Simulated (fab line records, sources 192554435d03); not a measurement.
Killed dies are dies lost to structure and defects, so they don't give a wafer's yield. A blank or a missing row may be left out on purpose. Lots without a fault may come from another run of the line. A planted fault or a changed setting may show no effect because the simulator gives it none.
Chamber matching | flow n5_finfet | N5_FIN_SAQP_ETCH_52 on rie_diel-06: 4 sister chambers
The step etches SOC in N2/H2, target depth 100 nm, overetch 20 nm, time 150 s. 22 wafers are shown with their chamber, then 11 later ones without.

WAFERS WITH THEIR CHAMBER
wafer  | chamber | drypump_motor_current_A (A) | throttle_valve_pct (%) | showerhead_plenum_p_Torr (Torr)
L074.2 | 2       | 5.4                         | 18.11                  | 2.44
L074.3 | 0       | 5.2                         | 17.78                  | 2.50
L074.4 | 1       | 4.9                         | 17.77                  | 2.49
L078.3 | 1       | 4.8                         | 17.79                  | 2.49
L078.5 | 2       | 5.4                         | 18.11                  | 2.44
L078.6 | 1       | 4.8                         | 17.78                  | 2.49
L079.1 | 3       | 6.7                         | 18.09                  | 2.50
L079.4 | 2       | 5.4                         | 18.11                  | 2.44
L079.6 | 3       | 6.7                         | 18.07                  | 2.50
L080.2 | 3       | 6.7                         | 18.09                  | 2.50
L080.4 | 2       | 5.4                         | 18.12                  | 2.44
L080.5 | 1       | 4.8                         | 17.80                  | 2.49
L083.2 | 1       | 4.8                         | 17.79                  | 2.49
L083.5 | 3       | 6.7                         | 18.10                  | 2.50
L083.6 | 2       | 5.4                         | 18.14                  | 2.43
L085.1 | 1       | 4.9                         | 17.80                  | 2.48
L085.2 | 2       | 5.4                         | 18.13                  | 2.43
L085.5 | 1       | 4.9                         | 17.80                  | 2.48
L087.2 | 2       | 5.4                         | 18.13                  | 2.43
L087.3 | 3       | 6.7                         | 18.12                  | 2.50
L087.4 | 1       | 4.8                         | 17.81                  | 2.48
L091.2 | 0       | 5.2                         | 17.85                  | 2.49

SIGNATURES (means of the wafers above)
reading                  | chamber 0 | chamber 1 | chamber 2 | chamber 3 | scatter within a chamber
drypump_motor_current_A  | 5.200     | 4.838     | 5.400     | 6.700     | 0.0323
throttle_valve_pct       | 17.8150   | 17.7925   | 18.1214   | 18.0940   | 0.018
showerhead_plenum_p_Torr | 2.4950    | 2.4863    | 2.4357    | 2.5000    | 0.00477
Rule: a wafer's distance from a chamber is the root of the sum, over the readings, of the square of ((its reading less the chamber's mean) divided by the reading's scatter). The wafer belongs to the nearest chamber; if the next one is less than 2 further off, it can't be placed. The scatter: the root of (the sum of the squares of (reading less its chamber's mean) over the shown wafers, divided by (wafers less chambers)).

WAFERS WITHOUT THEIR CHAMBER
wafer  | drypump_motor_current_A (A) | throttle_valve_pct (%) | showerhead_plenum_p_Torr (Torr)
L091.4 | 4.8                         | 17.82                  | 2.48
L091.5 | 4.8                         | 17.82                  | 2.48
L092.1 | 5.2                         | 17.85                  | 2.49
L092.4 | 5.4                         | 18.17                  | 2.43
L092.6 | 4.8                         | 17.84                  | 2.48
L094.1 | 5.4                         | 18.18                  | 2.42
L094.2 | 4.9                         | 17.85                  | 2.48
L094.5 | 5.2                         | 17.87                  | 2.48
L095.2 | 5.1                         | 17.86                  | 2.48
L095.3 | 5.4                         | 18.17                  | 2.42
L095.5 | 5.4                         | 18.17                  | 2.42

WHICH CHAMBER EACH WENT THROUGH
wafer  | from the rows above | in truth
L091.4 | 1                   | 1
L091.5 | 1                   | 1
L092.1 | 0                   | 0
L092.4 | 2                   | 2
L092.6 | 1                   | 1
L094.1 | 2                   | 2
L094.2 | 1                   | 1
L094.5 | 0                   | 0
L095.2 | 0                   | 0
L095.3 | 2                   | 2
L095.5 | 2                   | 2
Placed correctly: 11 of 11. Can't be placed from these rows: 0. Placed wrongly: 0.
